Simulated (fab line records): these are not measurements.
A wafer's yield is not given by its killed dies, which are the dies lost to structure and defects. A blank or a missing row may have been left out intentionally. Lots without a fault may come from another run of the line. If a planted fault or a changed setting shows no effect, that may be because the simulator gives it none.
fab line records	flow nand_harc
record: lots: 13	wafers: 39	last_day: 23
route steps=1159 shown A_M1@1049 A_BONDPAD@1077 THIN_TSV@1131 END@1159
lots untouched by any fault: they come from a run of this same line in which no faults occurred
start_h: hours from the record's opening day to when the first of the lot's shown wafers began	wait_h: hours elapsed since this lot's preceding step	" unchanged from the row above	L1.1+2: several wafers, shown together as one row	- no value, or no start given	* or withheld: withheld	< > ~ a bound
route shown NAME@n: a module of which the file shows steps, and the number in the route of the first	usual: mean/standard deviation of fault-free wafers	same: alike in all rows	chamber/n: place in a boat	sites: readings site by site	_std_site: how widely they spread, as a standard deviation	_edge_site: mean of outer sites minus mean of inner sites	radius_mm: for every site, how far away it sits from the centre of the wafer	mask NAME#n: copy n	behind: the most recent tool/chamber to have shaped the wafer	hold: cause of the lot's hold/its duration in hours/its outcome	device: transistor that didn't switch, given as n, p or np	end of line: tests of these same wafers at the route's end	a step given without rows: its recipe and nothing more	killed: at the first sort, the dies lost to defects and structure; wafer yield is something else	map: per-die view of a wafer (x killed, . not killed, _ where there is no die)
set.NAME: the setting as run; set.NAME@STEP: as run at that earlier step	model.NAME: the simulator's own value behind a step, which no gauge read
route steps across a sampled set of lots; one table per step, one row per wafer
services: a tool's chamber out of use, with start hour (start_h, from the record's first day; less than 0 if before it), hours out, and reason
== steps ==
step: NHARC_A_M1_PVD_21
recipe: target_thk_a: 300	chamber_pressure_pa: 5	power_w: 5000	substrate_temp_c: 30	time_s: 20.49	material: Cu
usual: throttle_valve_pct: 30.0/1.2
lot.wafer	tool	chamber	start_h	wait_h	throttle_valve_pct
L625.2	pvd_sputter-02	-	-	-	32.0
L625.1	"	-	"	"	31.6
L625.5	"	-	"	"	29.6
L628.4	pvd_sputter-03	-	-	-	30.0
L628.3	"	-	"	"	30.2
L628.6	"	-	"	"	27.2
L626.2	pvd_sputter-02	-	-	-	28.5
L626.3	"	-	"	"	30.3
L626.5	"	-	"	"	32.0
L629.2	pvd_sputter-01	-	-	-	30.8
L629.3	"	-	"	"	30.1
L629.5	"	-	"	"	29.8
L631.4	pvd_sputter-03	-	-	-	30.0
L631.2	"	-	"	"	30.1
L631.6	"	-	"	"	30.3
L632.4	pvd_sputter-01	-	-	-	30.1
L632.1	"	-	"	"	29.0
L632.2	"	-	"	"	30.7
L633.1	pvd_sputter-03	-	-	-	30.0
L633.3	"	-	"	"	27.2
L633.5	"	-	"	"	30.2
L634.3	pvd_sputter-02	-	-	-	32.1
L634.1	"	-	"	"	31.6
L634.5	"	-	"	"	32.1
L635.2	pvd_sputter-03	-	-	-	30.3
L635.1	"	-	"	"	30.3
L635.6	"	-	"	"	30.3
L638.4	pvd_sputter-01	-	-	-	30.5
L638.2	"	-	"	"	31.3
L638.5	"	-	"	"	29.9
L637.4	pvd_sputter-02	-	-	-	31.3
L637.1	"	-	"	"	28.9
L637.6	"	-	"	"	31.9
L639.3	pvd_sputter-03	-	-	-	29.5
L639.2	"	-	"	"	29.3
L639.6	"	-	"	"	28.6
L644.1	pvd_sputter-02	-	-	-	29.0
L644.2	"	-	"	"	31.3
L644.6	"	-	"	"	29.9
step: NHARC_A_BONDPAD_ETCH_12
recipe: target_depth_a: 2200	time_s: 110	chf3_flow_sccm: 50	o2_flow_sccm: 10	ar_flow_sccm: 200	rf_w: 500	bias_w: 200	chemistry: CHF3/O2
usual: drypump_motor_current_A: 5.8/0.4	oes_product_au: 0.949/0.024	rf_vpp_V: 370.3/2.5	showerhead_plenum_p_Torr: 2.39/0.11	throttle_valve_pct: 20.574/0.0096
lot.wafer	tool	chamber	start_h	wait_h	drypump_motor_current_A	oes_product_au	rf_hours_counter_h	rf_vpp_V	showerhead_plenum_p_Torr	throttle_valve_pct
L625.2	rie_diel-03	0	-	-	5.9	0.966	3	370.0	2.38	20.564
L625.1	"	1	"	"	6.0	0.961	3	367.2	2.25	20.580
L625.5	"	2	"	"	5.6	0.965	-	372.4	2.52	20.576
L628.3	rie_diel-03	0	-	-	5.9	0.939	5	371.3	2.38	20.571
L628.4	"	1	"	"	6.0	0.944	5	368.0	2.25	20.577
L628.6	"	3	"	"	6.7	0.928	-	369.7	2.33	20.564
L626.2	rie_diel-01	0	-	-	6.0	0.927	3	374.4	2.56	20.555
L626.3	"	3	"	"	6.2	0.917	3	368.1	2.27	20.567
L626.5	"	1	"	"	5.4	0.919	-	373.0	2.43	20.594
L629.2	rie_diel-01	2	-	-	5.4	0.935	4	368.6	2.35	20.576
L629.3	"	3	"	"	6.2	0.985	4	367.3	2.27	20.562
L629.5	"	2	"	"	5.4	0.947	-	368.6	2.35	20.587
L631.4	rie_diel-01	1	-	-	5.4	0.925	4	371.1	2.43	20.572
L631.2	"	2	"	"	5.4	0.921	4	367.4	2.35	20.575
L631.6	"	0	"	"	6.0	0.919	-	372.8	2.56	20.591
L632.1	rie_diel-01	2	-	-	5.4	0.962	4	368.3	2.35	20.577
L632.4	"	3	"	"	6.2	0.960	5	367.2	2.27	20.556
L632.2	"	1	"	"	5.4	0.966	5	370.9	2.43	20.578
L633.3	rie_diel-01	1	-	-	5.4	0.916	5	371.9	2.43	20.580
L633.1	"	2	"	"	5.4	0.914	5	369.1	2.35	20.570
L633.5	"	1	"	"	5.4	0.914	-	371.7	2.43	20.583
L634.1	rie_diel-01	3	-	-	6.2	0.989	5	367.0	2.27	20.567
L634.3	"	0	"	"	6.0	0.966	5	372.4	2.56	20.570
L634.5	"	0	"	"	6.0	0.963	-	374.7	2.56	20.577
L635.2	rie_diel-01	0	-	-	6.0	0.929	5	374.6	2.56	20.564
L635.1	"	1	"	"	5.4	0.910	5	371.7	2.43	20.574
L635.6	"	2	"	"	5.4	0.911	-	369.5	2.35	20.562
L638.2	rie_diel-01	0	-	-	6.0	0.968	6	373.2	2.56	20.576
L638.4	"	3	"	"	6.3	0.983	6	368.8	2.27	20.563
L638.5	"	1	"	"	5.4	0.951	-	371.8	2.43	20.585
L637.1	rie_diel-01	1	-	-	5.4	0.955	6	371.2	2.43	20.574
L637.4	"	3	"	"	6.2	0.982	6	365.8	2.27	20.576
L637.6	"	1	"	"	5.4	0.951	-	371.4	2.43	20.591
L639.2	rie_diel-12	0	-	-	6.0	0.940	38	371.4	2.47	20.575
L639.3	"	1	"	"	5.9	0.928	37	373.5	2.56	20.571
L639.6	"	3	"	"	5.5	0.944	-	372.1	2.45	20.587
L644.1	rie_diel-01	3	-	-	6.2	0.956	0	367.6	2.27	20.586
L644.2	"	1	"	"	5.4	0.981	0	371.4	2.43	20.568
L644.6	"	3	"	"	6.2	0.953	-	367.5	2.27	20.583
step: NHARC_A_BONDPAD_CD_MEAS_13
usual: cd_nm: 500/3.1
lot.wafer	tool	chamber	start_h	wait_h	cd_nm
L625.1	cd_sem-01	-	414.32	-	497
L625.2	"	-	"	"	496
L625.5	"	-	"	"	499
L628.3	cd_sem-01	-	426.68	-	497
L628.4	"	-	"	"	499
L628.6	"	-	"	"	497
L626.2	cd_sem-03	-	426.83	-	502
L626.3	"	-	"	"	500
L626.5	"	-	"	"	504
L629.2	cd_sem-02	-	430.75	-	504
L629.3	"	-	"	"	503
L629.5	"	-	"	"	505
L631.2	cd_sem-02	-	451.88	-	497
L631.4	"	-	"	"	496
L631.6	"	-	"	"	499
L632.1	cd_sem-01	-	455.46	-	502
L632.2	"	-	"	"	498
L632.4	"	-	"	"	497
L633.1	cd_sem-03	-	457.62	-	493
L633.3	"	-	"	"	495
L633.5	"	-	"	"	495
L634.1	cd_sem-03	-	457.98	-	502
L634.3	"	-	"	"	502
L634.5	"	-	"	"	504
L635.1	cd_sem-01	-	460.87	-	496
L635.2	"	-	"	"	498
L635.6	"	-	"	"	500
L638.2	cd_sem-01	-	476.13	-	500
L638.4	"	-	"	"	502
L638.5	"	-	"	"	500
L637.1	cd_sem-03	-	479.31	-	502
L637.4	"	-	"	"	500
L637.6	"	-	"	"	499
L639.2	cd_sem-01	-	506.30	-	502
L639.3	"	-	"	"	499
L639.6	"	-	"	"	498
L644.1	cd_sem-01	-	507.18	-	500
L644.2	"	-	"	"	499
L644.6	"	-	"	"	500
step: NHARC_THIN_TSV_ECD_20
recipe: target_thk_a: 20000	material: Cu
lot.wafer	tool	chamber	start_h	wait_h
L625.1+2+5	ecd_cu-01	0,1,1	434.43	-
L628.4+3+6	ecd_cu-01	1,0,1	446.33	-
L626.2+3+5	ecd_cu-01	1,0,1	447.81	-
L629.2+3+5	ecd_cu-02	0,1,1	449.10	-
L631.2+4+6	ecd_cu-01	0,1,0	473.55	-
L632.2+1+4	ecd_cu-02	1,0,1	474.77	-
L633.1+3+5	ecd_cu-01	0,0,1	476.36	-
L635.2+1+6	ecd_cu-02	0,1,1	477.46	-
L634.1+3+5	ecd_cu-02	0	478.54	-
L637.1+4+6	ecd_cu-01	0	495.97	-
L637.1+4+6	ecd_cu-01	0	496.82	0.8
L638.2+4+5	ecd_cu-02	1,0,0	497.12	-
L639.2+3+6	ecd_cu-01	0,0,1	522.04	-
L644.2+1+6	ecd_cu-01	1,0,1	528.92	-
L644.2+1+6	ecd_cu-01	1,0,1	530.61	1.6
step: NHARC_END_SORT_01
recipe: temp_c: 25
usual: defect_limited_yield: 95.7/1.5	killed_at_array: 25/10	killed_at_other: 0.6/0.91	killed_at_periphery: 3.6/2.9	killed_dies: 29/10	killed_open: 3.3/2	killed_short: 1.9/1.5	sort_bin_2_pct: 1.3/0.61	sort_bin_3_pct: 0.26/0.19	sort_bin_4_pct: 2.7/1	sort_n_pass: 648/10	sort_rim_yield_pct: 94/3.2	sort_yield_pct: 95.7/1.5
same: gross_dies: 677	sort_bin_5_pct[%]: 0	sort_bin_6_pct[%]: 0	sort_bin_7_pct[%]: 0	sort_bin_8_pct[%]: 0	sort_rim_n_gross: 106.00
lot.wafer	tool	chamber	start_h	wait_h	defect_limited_yield[%]	killed_at_array	killed_at_other	killed_at_periphery	killed_dies	killed_open	killed_short	sort_bin_2_pct[%]	sort_bin_3_pct[%]	sort_bin_4_pct[%]	sort_n_pass	sort_rim_yield_pct[%]	sort_yield_pct[%]
L629.2	prober-02	0	461.07	2.8	93.1	43	0	4	47	7	1	1.5	0.44	5.0	630	94	93.1
L629.3	prober-02	0	461.86	3.1	94.2	30	1	8	39	2	3	1.3	0.44	4.0	638	94	94.2
L629.5	prober-02	0	463.45	3.7	93.1	43	0	4	47	13	6	1.3	0.44	5.2	630	85	93.1
L632.1	prober-02	0	483.88	2.5	98.4	7	1	3	11	1	1	0.7	0.15	0.7	666	98	98.4
L632.2	prober-02	0	484.69	2.8	98.8	7	1	0	8	3	0	0.3	0.30	0.6	669	98	98.8
L632.4	prober-02	0	486.29	3.4	98.5	7	1	2	10	1	0	0.4	0.15	0.9	667	96	98.5
L633.1	prober-02	0	491.65	2.5	97.0	18	1	1	20	1	2	0.6	0.15	2.2	657	97	97.0
L633.3	prober-02	0	493.24	3.1	97.0	16	0	4	20	5	3	1.3	0.30	1.3	657	97	97.0
L633.5	prober-02	0	494.84	3.7	96.2	24	0	2	26	3	2	1.2	0.15	2.5	651	96	96.2
L631.2	prober-01	0	492.45	2.8	94.5	33	0	4	37	6	4	1.0	0.30	4.1	640	94	94.5
L631.4	prober-01	0	494.07	3.4	96.9	19	0	2	21	5	1	1.0	0.15	1.9	656	92	96.9
L631.6	prober-01	0	495.68	4.0	95.1	31	0	2	33	6	0	1.3	0.30	3.2	644	94	95.1
L634.1	prober-02	0	499.45	2.5	95.6	18	0	12	30	4	2	1.8	0.15	2.5	647	90	95.6
L634.5	prober-02	0	502.64	3.7	96.5	16	0	8	24	3	1	0.6	0.15	2.8	653	94	96.5
L635.1	prober-01	0	499.48	2.5	95.4	26	1	4	31	4	2	1.8	0.30	2.5	646	95	95.4
L635.2	prober-01	0	500.28	2.8	94.8	23	4	8	35	4	1	1.0	0.44	3.7	642	90	94.8
L635.6	prober-01	0	503.50	4.0	96.6	17	2	4	23	1	1	1.3	0.15	1.9	654	95	96.6
L638.2	prober-02	0	515.77	2.8	96.8	19	0	3	22	4	3	1.0	0.30	1.9	655	92	96.8
L638.4	prober-02	0	517.35	3.4	96.2	24	1	1	26	5	0	1.5	0.44	1.9	651	99	96.2
L638.5	prober-02	0	518.14	3.7	95.6	27	0	3	30	3	1	0.7	0.15	3.5	647	98	95.6
L644.1	prober-01	0	540.33	2.5	98.2	10	0	2	12	0	1	0.7	0.15	0.9	665	96	98.2
L644.2	prober-01	0	541.12	2.8	97.5	15	0	2	17	1	0	0.4	0.30	1.8	660	97	97.5
L644.6	prober-01	0	544.29	4.0	96.5	18	1	5	24	7	1	1.5	0	2.1	653	95	96.5
killed by level:class
L629.2 A_CHANNEL_HOLE_D1:chamber_film_flake=17 A_SLIT:chamber_film_flake=14 A_CONTACT:chamber_film_flake=6 P_M1:geometric_particle:open=2 A_BLC:geometric_particle:open=2 P_M0:geometric_particle:open=1 A_ONON_D1:geometric_particle:short=1 A_CHANNEL_FILL_D1:geometric_particle:open=1
L629.3 A_CHANNEL_HOLE_D1:chamber_film_flake=11 A_SLIT:chamber_film_flake=8 A_CONTACT:chamber_film_flake=7 P_M2:chamber_film_flake=4 P_GATE:geometric_particle:open=1 A_ONON_D1:geometric_particle:short=1 A_CHANNEL_HOLE_D1:geometric_particle:short=1 A_SGD_CUT:geometric_particle:short=1
L629.5 A_SLIT:chamber_film_flake=12 A_CHANNEL_HOLE_D1:chamber_film_flake=7 A_CONTACT:chamber_film_flake=7 A_CONTACT:geometric_particle:open=4 A_ONON_D1:geometric_particle:short=2 A_CHANNEL_FILL_D1:geometric_particle:open=2 A_BLC:geometric_particle:open=2 A_M0:geometric_particle:open=2
L632.1 A_CHANNEL_HOLE_D1:chamber_film_flake=4 P_CONTACT:chamber_film_flake=2 A_ONON_D1:geometric_particle:short=1 A_M0:geometric_particle:open=1 P_BONDPAD:chamber_film_flake=1 A_STAIRCASE:chamber_film_flake=1 THIN_TSV:chamber_film_flake=1
L632.2 A_STAIRCASE:chamber_film_flake=3 A_ONON_D1:geometric_particle:open=1 A_BLC:geometric_particle:open=1 A_M0:geometric_particle:open=1 A_CHANNEL_HOLE_D1:chamber_film_flake=1 THIN_TSV:chamber_film_flake=1
L632.4 A_CHANNEL_HOLE_D1:chamber_film_flake=4 P_CONTACT:chamber_film_flake=2 A_M0:geometric_particle:open=1 A_WL_FILL:chamber_film_flake=1 A_CONTACT:chamber_film_flake=1 THIN_TSV:chamber_film_flake=1
L633.1 A_SLIT:chamber_film_flake=10 A_CONTACT:chamber_film_flake=3 A_STAIRCASE:chamber_film_flake=2 A_ONON_D1:geometric_particle:short=1 A_BLC:geometric_particle:open=1 STARTING-WAFER:geometric_particle:short=1 P_STI:chamber_film_flake=1 A_CHANNEL_HOLE_D1:chamber_film_flake=1
L631.2 A_SLIT:chamber_film_flake=13 A_CHANNEL_HOLE_D1:chamber_film_flake=5 P_CONTACT:geometric_particle:open=3 A_CONTACT:geometric_particle:open=2 A_ZERO_WELL:chamber_film_flake=2 A_STAIRCASE:chamber_film_flake=2 A_CONTACT:chamber_film_flake=2 A_CHANNEL_FILL_D1:geometric_particle:short=1
L633.3 A_SLIT:chamber_film_flake=7 A_CONTACT:geometric_particle:open=2 A_CHANNEL_HOLE_D1:chamber_film_flake=2 A_CONTACT:chamber_film_flake=2 P_CONTACT:geometric_particle:short=1 P_M0:geometric_particle:short=1 P_M0:geometric_particle:open=1 P_M1:geometric_particle:short=1
L631.4 A_SLIT:chamber_film_flake=6 A_M1:chamber_film_flake=3 A_CONTACT:geometric_particle:open=2 A_CHANNEL_HOLE_D1:chamber_film_flake=2 A_SOURCE_PLATE:geometric_particle:open=1 A_CHANNEL_FILL_D1:geometric_particle:open=1 A_WL_FILL:geometric_particle:short=1 A_WL_FILL:geometric_particle:open=1
L633.5 A_SLIT:chamber_film_flake=12 A_CONTACT:chamber_film_flake=3 A_CHANNEL_HOLE_D1:chamber_film_flake=2 A_STAIRCASE:chamber_film_flake=2 A_ONON_D1:geometric_particle:open=1 A_CONTACT:geometric_particle:short=1 A_BLC:geometric_particle:open=1 A_M0:geometric_particle:open=1
L631.6 A_CHANNEL_HOLE_D1:chamber_film_flake=13 A_SLIT:chamber_film_flake=8 A_CONTACT:chamber_film_flake=3 P_M0:geometric_particle:open=2 A_CHANNEL_FILL_D1:geometric_particle:open=2 A_M1:chamber_film_flake=2 A_CHANNEL_HOLE_D1:geometric_particle:open=1 A_CONTACT:geometric_particle:open=1
L634.1 A_CHANNEL_HOLE_D1:chamber_film_flake=7 P_CONTACT:chamber_film_flake=6 A_STAIRCASE:chamber_film_flake=4 P_STI:chamber_film_flake=3 A_WL_FILL:chamber_film_flake=2 P_M0:geometric_particle:short=1 P_M0:geometric_particle:open=1 A_ONON_D1:geometric_particle:open=1
L635.1 A_SLIT:chamber_film_flake=9 A_CHANNEL_HOLE_D1:chamber_film_flake=6 A_BLC:geometric_particle:open=3 A_STAIRCASE:chamber_film_flake=3 A_CONTACT:chamber_film_flake=3 P_M1:geometric_particle:open=1 P_M1:geometric_particle:short=1 A_ONON_D1:geometric_particle:short=1
L635.2 A_SLIT:chamber_film_flake=10 P_ZERO_WELL:chamber_film_flake=4 A_CHANNEL_HOLE_D1:chamber_film_flake=3 A_STAIRCASE:chamber_film_flake=3 A_CONTACT:chamber_film_flake=3 THIN_TSV:chamber_film_flake=3 P_GATE:chamber_film_flake=2 A_M1:chamber_film_flake=2
L634.5 P_CONTACT:chamber_film_flake=6 A_CHANNEL_HOLE_D1:chamber_film_flake=6 A_CHANNEL_FILL_D1:chamber_film_flake=4 A_WL_FILL:chamber_film_flake=2 P_GATE:geometric_particle:short=1 A_SGD_CUT:geometric_particle:open=1 A_BLC:geometric_particle:open=1 A_M1:geometric_particle:open=1
L635.6 A_SLIT:chamber_film_flake=11 A_STAIRCASE:chamber_film_flake=4 P_GATE:chamber_film_flake=2 A_CHANNEL_HOLE_D1:chamber_film_flake=2 THIN_TSV:chamber_film_flake=2 P_M0:geometric_particle:open=1 P_M0:geometric_particle:short=1
L638.2 A_CHANNEL_HOLE_D1:chamber_film_flake=7 A_STAIRCASE:chamber_film_flake=5 A_CONTACT:geometric_particle:open=2 A_CHANNEL_HOLE_D1:geometric_particle:short=1 A_CHANNEL_FILL_D1:geometric_particle:short=1 A_STAIRCASE:geometric_particle:open=1 A_CONTACT:geometric_particle:short=1 A_M0:geometric_particle:open=1
L638.4 A_CHANNEL_HOLE_D1:chamber_film_flake=13 A_STAIRCASE:chamber_film_flake=3 A_WL_FILL:geometric_particle:open=2 A_ONON_D1:geometric_particle:open=1 A_CONTACT:geometric_particle:open=1 A_BLC:geometric_particle:open=1 P_ZERO_WELL:chamber_film_flake=1 A_CHANNEL_FILL_D1:chamber_film_flake=1
L638.5 A_CHANNEL_HOLE_D1:chamber_film_flake=19 P_ZERO_WELL:chamber_film_flake=2 A_ZERO_WELL:chamber_film_flake=2 A_STAIRCASE:chamber_film_flake=2 P_M1:geometric_particle:open=1 A_CHANNEL_FILL_D1:geometric_particle:open=1 A_WL_FILL:geometric_particle:short=1 A_M1:geometric_particle:open=1
L644.1 A_CHANNEL_HOLE_D1:chamber_film_flake=4 P_GATE:chamber_film_flake=2 A_STAIRCASE:chamber_film_flake=2 A_ONON_D1:geometric_particle:short=1 A_CONTACT:chamber_film_flake=1 A_BLC:chamber_film_flake=1 A_BONDPAD:chamber_film_flake=1
L644.2 A_STAIRCASE:chamber_film_flake=6 A_CHANNEL_HOLE_D1:chamber_film_flake=3 P_GATE:chamber_film_flake=2 A_CHANNEL_FILL_D1:chamber_film_flake=2 A_BLC:chamber_film_flake=2 A_CHANNEL_HOLE_D1:geometric_particle:open=1 A_CONTACT:chamber_film_flake=1
L644.6 A_CHANNEL_HOLE_D1:chamber_film_flake=7 P_CONTACT:geometric_particle:open=3 A_STAIRCASE:chamber_film_flake=3 A_BLC:chamber_film_flake=3 P_M0:geometric_particle:open=1 A_ONON_D1:geometric_particle:open=1 A_CHANNEL_FILL_D1:geometric_particle:open=1 A_CHANNEL_FILL_D1:geometric_particle:short=1
== services ==
tool	chamber	start_h	hours	kind
pvd_sputter-03	-	387.14	4.8	repair
pvd_sputter-02	-	392.00	10.0	pm
rie_diel-03	-	392.30	9.0	pm
rie_diel-01	0	397.33	-	clean
rie_diel-01	1	397.33	-	clean
rie_diel-01	2	397.33	-	clean
rie_diel-01	3	397.33	-	clean
rie_diel-12	0	411.76	5.7	repair
rie_diel-01	0	421.83	-	clean
rie_diel-01	1	421.83	-	clean
rie_diel-01	2	421.83	-	clean
rie_diel-01	3	421.83	-	clean
pvd_sputter-02	-	428.71	2.8	repair
ecd_cu-01	-	448.42	8.0	pm
pvd_sputter-03	-	458.08	10.0	pm
rie_diel-03	3	487.54	6.7	repair
ecd_cu-01	-	488.15	1.7	repair
ecd_cu-01	-	490.08	0.7	repair
rie_diel-01	-	491.80	9.0	pm
pvd_sputter-01	-	506.66	4.6	repair
rie_diel-12	3	510.43	4.7	repair
pvd_sputter-01	-	514.02	10.0	pm
rie_diel-03	3	517.52	6.5	repair
pvd_sputter-02	-	529.72	0.5	repair
== key ==
first_sign: step: NHARC_THIN_TSV_ECD_20	reading: visit	direction: added
effect none on later readings
met_at NHARC_THIN_TSV_ECD_20
struck_lots L637,L644
not_acting_at NHARC_A_M1_PVD_21,NHARC_A_BONDPAD_ETCH_12,NHARC_A_BONDPAD_CD_MEAS_13
fault: kind: repeated_step_whole	tool: ecd_cu-01,ecd_cu-02	chamber: -	onset_h: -	steps: NHARC_THIN_TSV_ECD_20	times: 1	scope: struck_lots_only
